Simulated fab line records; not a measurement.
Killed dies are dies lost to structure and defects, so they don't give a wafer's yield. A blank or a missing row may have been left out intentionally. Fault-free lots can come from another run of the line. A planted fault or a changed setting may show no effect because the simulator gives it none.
Which of the tools did it? + flow n5-finfet + 9 lots with 27 wafers sampled at 6 steps, on a route of 1938 steps

== WHAT THE GAUGES SHOWED, per wafer ==
N5_PMOS_HMC_CHANNEL_EPI_THK_MEAS_22.
| lot  | measured    | on            | HMC_CMP_THK (nm) |
|------|-------------|---------------|------------------|
| L681 | day 1 19:52 | film-metro-02 | 53.8 54.3 53.9   |
| L683 | day 2 07:55 | film-metro-02 | 53.5 54.1 53.9   |
| L684 | day 2 13:32 | film-metro-01 | 54.7 52.8 54.2   |
| L685 | day 2 19:27 | film-metro-01 | 54.8 53.9 53.2   |
| L689 | day 3 19:26 | film-metro-02 | 54.8 53.4 54.2   |
| L700 | day 6 15:44 | film-metro-01 | 53.3 56.4 53.2   |
| L699 | day 6 16:45 | film-metro-01 | 36.0 36.1 53.9   |
| L702 | day 7 01:40 | film-metro-01 | 52.9 54.4 54.5   |
| L703 | day 7 07:53 | film-metro-01 | 52.6 54.9 52.6   |

N5_FIN_SAQP_THK_MEAS_05.
| lot  | measured    | on            | thk-nm (nm)    |
|------|-------------|---------------|----------------|
| L681 | day 1 20:59 | film-metro-01 | 37.7 38.3 38.3 |
| L683 | day 2 09:10 | film-metro-02 | 37.3 38.3 38.7 |
| L684 | day 2 14:39 | film-metro-02 | 38.0 37.5 38.6 |
| L685 | day 2 20:34 | film-metro-01 | 37.7 38.2 38.6 |
| L689 | day 3 20:37 | film-metro-01 | 38.0 37.6 37.8 |
| L700 | day 6 17:20 | film-metro-02 | 37.3 38.0 38.2 |
| L699 | day 6 17:56 | film-metro-02 | 37.9 37.3 37.8 |
| L702 | day 7 03:10 | film-metro-01 | 37.6 37.7 38.4 |
| L703 | day 7 09:05 | film-metro-02 | 38.2 38.1 38.9 |

N5_BEOL_M4_RC_MEAS_101.
| lot  | measured     | on        | CJ_P           | DIBL_N (mV/V)  | DIBL_P (mV/V)  | IOFF_N (nA/um)    | IOFF_P (nA/um) | ION_N (uA/um) | ION_P (uA/um) | SS_N (mV/dec)  | SS_P (mV/dec)  | VT_N (mV)         | VT_P (mV)      |
|------|--------------|-----------|----------------|----------------|----------------|-------------------|----------------|---------------|---------------|----------------|----------------|-------------------|----------------|
| L681 | day 7 23:20  | prober-02 | 5.65 5.73 5.77 | 34.3 36.1 36.9 | 35.5 38.0 38.7 | 0.138 0.161 0.184 | 0.19 0.24 0.25 | 668 682 688   | 457 466 465   | 70.9 71.5 72.0 | 72.3 72.9 73.2 | 252.3 252.3 249.9 | -251 -251 -246 |
| L683 | day 8 02:20  | prober-01 | 5.92 5.80 5.56 | 35.1 34.4 34.1 | 35.1 34.7 33.3 | 0.140 0.130 0.114 | 0.18 0.18 0.16 | 670 663 656   | 458 461 449   | 71.4 70.9 71.2 | 73.4 73.1 72.0 | 250.7 255.0 254.7 | -254 -254 -255 |
| L684 | day 8 17:38  | prober-01 | 5.66 6.07 5.73 | 36.9 38.4 36.7 | 36.6 37.3 35.5 | 0.154 0.171 0.148 | 0.22 0.22 0.20 | 666 669 670   | 461 461 458   | 72.4 71.9 71.7 | 73.5 74.1 72.9 | 254.4 251.4 253.9 | -251 -252 -252 |
| L685 | day 8 18:03  | prober-02 | 5.50 5.92 5.77 | 34.7 36.7 35.4 | 34.0 37.3 35.1 | 0.134 0.164 0.147 | 0.16 0.21 0.17 | 658 661 650   | 450 457 446   | 70.6 71.9 71.8 | 72.6 73.3 72.7 | 253.2 253.0 254.2 | -257 -250 -256 |
| L689 | day 9 20:32  | prober-01 | 5.59 5.70 5.73 | 37.5 39.8 36.0 | 36.6 38.7 34.4 | 0.156 0.211 0.128 | 0.18 0.21 0.16 | 666 682 651   | 452 453 437   | 71.0 72.3 71.1 | 73.1 73.9 73.0 | 250.0 246.5 256.1 | -257 -255 -259 |
| L700 | day 12 12:52 | prober-01 | 6.00 5.39 6.06 | 37.6 35.3 34.3 | 39.8 38.0 36.5 | 0.205 0.153 0.132 | 0.24 0.21 0.18 | 676 669 658   | 460 462 459   | 72.9 71.9 71.9 | 74.1 74.0 73.4 | 246.6 252.0 253.2 | -249 -251 -253 |
| L699 | day 12 17:14 | prober-01 | 6.55 6.50 5.93 | 35.9 37.0 38.6 | 35.6 37.4 40.1 | 0.144 0.162 0.212 | 0.17 0.18 0.30 | 699 691 705   | 395 390 488   | 71.7 71.6 72.1 | 73.5 74.1 74.0 | 248.9 248.4 245.7 | -255 -257 -242 |
| L702 | day 13 14:35 | prober-02 | 5.87 5.75 5.75 | 35.7 36.8 35.6 | 35.7 38.1 36.5 | 0.158 0.175 0.165 | 0.18 0.23 0.20 | 677 666 677   | 459 457 468   | 71.2 71.6 71.4 | 72.7 73.8 72.8 | 248.8 247.5 248.2 | -254 -250 -251 |
| L703 | day 14 08:34 | prober-02 | 5.89 5.64 6.05 | 35.0 34.2 32.9 | 34.8 34.5 33.3 | 0.149 0.141 0.116 | 0.22 0.22 0.19 | 664 686 666   | 463 482 469   | 71.1 70.4 71.3 | 72.8 73.0 73.1 | 250.4 249.9 252.7 | -248 -248 -251 |

== TOOL THAT RAN EACH LOT (tool first, then ch and the chambers of the sampled wafers, then the start) ==
| lot  | N5_PMOS_HMC_CHANNEL_EPI_FIN_RECESS_16 | N5_FIN_SAQP_PECVD_47           | N5_FIN_SAQP_HM_DEP_72          |
|------|---------------------------------------|--------------------------------|--------------------------------|
| L681 | rie-si-02 ch 1,2,3, day 1 18:03       | pecvd-01 ch 0,1, day 1 21:02   | pecvd-04 ch 0,2, day 1 21:14   |
| L683 | rie-si-02 ch 0,1,2, day 2 06:06       | pecvd-03 ch 0,1,2, day 2 09:13 | pecvd-03 ch 0,1,2, day 2 09:25 |
| L684 | rie-si-03 ch 0,3, day 2 11:44         | pecvd-03 ch 0,2, day 2 14:41   | pecvd-03 ch 0,1, day 2 14:53   |
| L685 | rie-si-03 ch 0,3, day 2 17:38         | pecvd-03 ch 0,1,2, day 2 20:36 | pecvd-04 ch 1,2, day 2 20:48   |
| L689 | rie-si-02 ch 0,1,2, day 3 17:38       | pecvd-04 ch 0,2, day 3 20:38   | pecvd-01 ch 0,1, day 3 20:51   |
| L700 | rie-si-03 ch 1,2, day 6 13:56         | pecvd-01 ch 0,1, day 6 17:23   | pecvd-01 ch 1,2, day 6 17:35   |
| L699 | rie-si-05 ch 0,1,2, day 6 14:32       | pecvd-01 ch 0,1,2, day 6 17:59 | pecvd-04 ch 0,1,2, day 6 18:11 |
| L702 | rie-si-03 ch 0,2,3, day 6 23:52       | pecvd-03 ch 1,2, day 7 03:12   | pecvd-01 ch 1,2, day 7 03:25   |
| L703 | rie-si-03 ch 2,3, day 7 06:05         | pecvd-01 ch 1,2, day 7 09:07   | pecvd-03 ch 0,1,2, day 7 09:20 |
- N5_PMOS_HMC_CHANNEL_EPI_FIN_RECESS_16: chemistry HBr/Cl2, target Si, target depth 54 nm, time 18 s.
- N5_FIN_SAQP_PECVD_47: deposits a-Si from SiH4/He, target thk 45 nm, time 36.3 s.
- N5_FIN_SAQP_HM_DEP_72: deposits SiO2 from SiH4/N2O, target thk 12 nm, time 7.2 s.

== AS READ BY THE TOOLS THEMSELVES (means over the sampled wafers that have a number; for cases with no such wafer, the mark the record gives instead) ==
N5_PMOS_HMC_CHANNEL_EPI_FIN_RECESS_16.
| lot  | tool      | drypump-motor-current-A (A) | oes-product-au (a.u.) | throttle-valve-pct (%) |
|------|-----------|-----------------------------|-----------------------|------------------------|
| L681 | rie-si-02 | 5.4                         | 0.988                 | 35.42                  |
| L683 | rie-si-02 | 5.1                         | 1.006                 | 35.46                  |
| L684 | rie-si-03 | 5.5                         | 0.987                 | 35.04                  |
| L685 | rie-si-03 | 6.0                         | 0.994                 | 35.13                  |
| L689 | rie-si-02 | 5.1                         | 1.009                 | 35.46                  |
| L700 | rie-si-03 | 6.0                         | 0.985                 | 35.69                  |
| L699 | rie-si-05 | 5.3                         | 0.992                 | 35.27                  |
| L702 | rie-si-03 | 5.9                         | 0.992                 | 35.27                  |
| L703 | rie-si-03 | 6.5                         | 0.993                 | 35.38                  |

N5_FIN_SAQP_PECVD_47.
| lot  | tool     | heater-power-w (W) | showerhead-plenum-p-Torr (Torr) | throttle-valve-pct (%) |
|------|----------|--------------------|---------------------------------|------------------------|
| L681 | pecvd-01 | 762                | 5.66                            | 18.0                   |
| L683 | pecvd-03 | 832                | 5.62                            | 17.6                   |
| L684 | pecvd-03 | 836                | 5.64                            | 17.0                   |
| L685 | pecvd-03 | 843                | 5.63                            | 17.5                   |
| L689 | pecvd-04 | 873                | 5.68                            | 18.5                   |
| L700 | pecvd-01 | 789                | 5.67                            | 17.9                   |
| L699 | pecvd-01 | 829                | 5.67                            | 17.7                   |
| L702 | pecvd-03 | 846                | 5.66                            | 17.3                   |
| L703 | pecvd-01 | 843                | 5.68                            | 17.8                   |

N5_FIN_SAQP_HM_DEP_72.
| lot  | tool     | heater-power-w (W) | showerhead-plenum-p-Torr (Torr) |
|------|----------|--------------------|---------------------------------|
| L681 | pecvd-04 | 802                | 8.19                            |
| L683 | pecvd-03 | 800                | 8.04                            |
| L684 | pecvd-03 | 902                | 7.99                            |
| L685 | pecvd-04 | 716                | 8.03                            |
| L689 | pecvd-01 | 750                | 8.21                            |
| L700 | pecvd-01 | 794                | 8.18                            |
| L699 | pecvd-04 | 703                | 8.13                            |
| L702 | pecvd-01 | 817                | 8.11                            |
| L703 | pecvd-03 | 793                | 8.05                            |

== THE ANSWER, worked out from the rows above alone ==
Rule: usual is defined by the lots themselves. The widest of any qualifying gaps counts: lots, ordered by their means at a reading, are off when they make up no more than a third of the lots, leave a main group of 4 or more, and stand apart from it by 3 or more times the standard deviation of that group's means. If all means in a main group match to the digits the tables above print for the reading, that group is not used. Also off: a lot with no number at a reading for which 4 or more lots have one. Any other lot the step has rows for is counted as sound. The gauges are gone through in route order, then the tools' own readings, and for those a lot's mean is taken as printed above. At the first step where some lot is off, the reading lying furthest off is the one used; lots without a number count as furthest.
Off: L699, at N5_PMOS_HMC_CHANNEL_EPI_THK_MEAS_22 (HMC_CMP_THK). Main group: mean 53.9 nm, sd 0.25.
If a tool, at a process step before that reading, ran all the lots that are off and no sound lot after the first of them, it fits. The gauges at N5_PMOS_HMC_CHANNEL_EPI_THK_MEAS_22 aren't tried: what is off there is off at N5_BEOL_M4_RC_MEAS_101 too, on other tools, and a gauge's error can't cause that. One candidate fits, namely rie-si-05 at N5_PMOS_HMC_CHANNEL_EPI_FIN_RECESS_16. It ran no sound lot before its first lot that is off in this sample, so the start can't be narrowed down.

== WHAT THE SIMULATOR HAD INSERTED ==
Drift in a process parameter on rie-si-05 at N5_PMOS_HMC_CHANNEL_EPI_FIN_RECESS_16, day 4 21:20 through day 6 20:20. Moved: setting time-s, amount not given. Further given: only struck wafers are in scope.
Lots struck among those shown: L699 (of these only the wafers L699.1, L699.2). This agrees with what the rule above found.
